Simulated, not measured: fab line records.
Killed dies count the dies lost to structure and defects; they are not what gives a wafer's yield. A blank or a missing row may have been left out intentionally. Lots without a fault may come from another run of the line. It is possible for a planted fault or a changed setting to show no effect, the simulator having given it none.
Matching of chambers + flow n5_finfet + 4 sister chambers for N5_BEOL_M10_ETCH_62 on rie_diel-03
The step etches SOC in N2/H2, target depth 110 nm, overetch 22 nm, time 165 s. 16 wafers are shown with their chamber, then 8 later ones without.

WAFERS PAIRED WITH THEIR CHAMBERS
| wafer  | chamber | drypump_motor_current_A (A) | showerhead_plenum_p_Torr (Torr) | throttle_valve_pct (%) |
|--------|---------|-----------------------------|---------------------------------|------------------------|
| L075.1 | 2       | 5.9                         | 2.47                            | 17.66                  |
| L075.3 | 1       | 6.7                         | 2.47                            | 17.63                  |
| L075.6 | 3       | 5.7                         | 2.68                            | 17.96                  |
| L078.2 | 1       | 6.7                         | 2.47                            | 17.63                  |
| L078.3 | 2       | 5.9                         | 2.47                            | 17.69                  |
| L078.5 | 1       | 6.8                         | 2.47                            | 17.63                  |
| L084.1 | 1       | 6.8                         | 2.46                            | 17.65                  |
| L084.5 | 1       | 6.8                         | 2.46                            | 17.65                  |
| L084.6 | 0       | 5.5                         | 2.71                            | 17.39                  |
| L089.1 | 3       | 5.6                         | 2.66                            | 18.01                  |
| L089.3 | 2       | 5.9                         | 2.46                            | 17.74                  |
| L089.5 | 1       | 6.8                         | 2.46                            | 17.66                  |
| L091.1 | 1       | 6.7                         | 2.46                            | 17.69                  |
| L091.3 | 0       | 5.5                         | 2.70                            | 17.40                  |
| L091.5 | 1       | 6.7                         | 2.46                            | 17.68                  |
| L090.3 | 3       | 5.6                         | 2.66                            | 18.02                  |

SIGNATURES (averages over the wafers above)
| reading                  | chamber 0 | chamber 1 | chamber 2 | chamber 3 | scatter within a chamber |
|--------------------------|-----------|-----------|-----------|-----------|--------------------------|
| drypump_motor_current_A  | 5.500     | 6.750     | 5.900     | 5.633     | 0.0471                   |
| showerhead_plenum_p_Torr | 2.7050    | 2.4638    | 2.4667    | 2.6667    | 0.0069                   |
| throttle_valve_pct       | 17.3950   | 17.6525   | 17.6967   | 17.9967   | 0.0276                   |
Rule: distance of a wafer from a chamber = root of the sum over the readings of ((wafer's reading minus chamber's mean) / reading's scatter) squared. The wafer belongs to the nearest chamber; if the next one is less than 2 further off, it can't be placed. How the scatter is found: for the shown wafers, subtract from each reading the mean of its chamber, square and add these, divide the total by (wafers less chambers), then take the root.

WAFERS WHOSE CHAMBER IS MISSING
| wafer  | drypump_motor_current_A (A) | showerhead_plenum_p_Torr (Torr) | throttle_valve_pct (%) |
|--------|-----------------------------|---------------------------------|------------------------|
| L090.4 | 5.5                         | 2.70                            | 17.41                  |
| L090.6 | 6.7                         | 2.46                            | 17.68                  |
| L093.1 | 5.6                         | 2.66                            | 18.02                  |
| L093.3 | 6.7                         | 2.46                            | 17.68                  |
| L093.4 | 5.9                         | 2.45                            | 17.75                  |
| L095.2 | 5.5                         | 2.70                            | 17.41                  |
| L095.3 | 6.0                         | 2.45                            | 17.75                  |
| L095.5 | 5.6                         | 2.66                            | 18.03                  |

WHICH CHAMBER EACH ONE RAN IN
| wafer  | from the rows above | in truth |
|--------|---------------------|----------|
| L090.4 | 0                   | 0        |
| L090.6 | 1                   | 1        |
| L093.1 | 3                   | 3        |
| L093.3 | 1                   | 1        |
| L093.4 | 2                   | 2        |
| L095.2 | 0                   | 0        |
| L095.3 | 2                   | 2        |
| L095.5 | 3                   | 3        |
Correctly placed: 8 of 8. Number that these rows cannot place: 0. 0 placed wrongly.
